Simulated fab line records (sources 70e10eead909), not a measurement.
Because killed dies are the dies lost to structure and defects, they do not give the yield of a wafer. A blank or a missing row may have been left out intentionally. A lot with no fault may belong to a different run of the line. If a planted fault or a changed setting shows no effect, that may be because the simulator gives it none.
Chamber matching / flow nand harc / cmp-02 running NHARC_P_CONTACT_CMP_24: 4 sister chambers
The step polishes, t overpolish 30 s, target thk 200 nm. 4 wafers are shown with their chamber, then 8 later ones without.

EACH WAFER AND ITS CHAMBER
wafer=L082.6; chamber=3; motor current A (A)=12.4
wafer=L085.5; chamber=1; motor current A (A)=13.0
wafer=L085.6; chamber=0; motor current A (A)=11.5
wafer=L086.2; chamber=2; motor current A (A)=11.0

WAFERS MISSING THEIR CHAMBER
wafer=L086.4; motor current A (A)=12.7
wafer=L086.5; motor current A (A)=11.5
wafer=L092.2; motor current A (A)=12.5
wafer=L092.4; motor current A (A)=11.4
wafer=L092.6; motor current A (A)=10.7
wafer=L093.1; motor current A (A)=11.0
wafer=L093.5; motor current A (A)=11.0
wafer=L093.6; motor current A (A)=11.7

WHICH CHAMBER EACH WENT THROUGH
wafer=L086.4; from the rows above=can't be placed: 3 or 1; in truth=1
wafer=L086.5; from the rows above=0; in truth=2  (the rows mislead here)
wafer=L092.2; from the rows above=3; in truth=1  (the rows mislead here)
wafer=L092.4; from the rows above=can't be placed: 0 or 2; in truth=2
wafer=L092.6; from the rows above=2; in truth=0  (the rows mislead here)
wafer=L093.1; from the rows above=2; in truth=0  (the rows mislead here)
wafer=L093.5; from the rows above=2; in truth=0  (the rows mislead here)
wafer=L093.6; from the rows above=0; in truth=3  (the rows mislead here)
Correct placement for 0 of the 8. These rows do not allow placing 2 (true chamber among the candidates in 2). Placed wrongly: 6.
How it was worked out, from the rows above alone: a wafer's distance from a chamber is the root of the sum, over the readings, of the square of ((its reading less the chamber's mean) divided by the reading's scatter). The wafer belongs to the nearest chamber; if the next one is less than 2 further off, it can't be placed. The mean given for a chamber averages the wafers shown for that chamber. The scatter (one wafer shown for each chamber): square how far every hidden wafer sits from the nearest shown wafer, average those squares and take the square root.
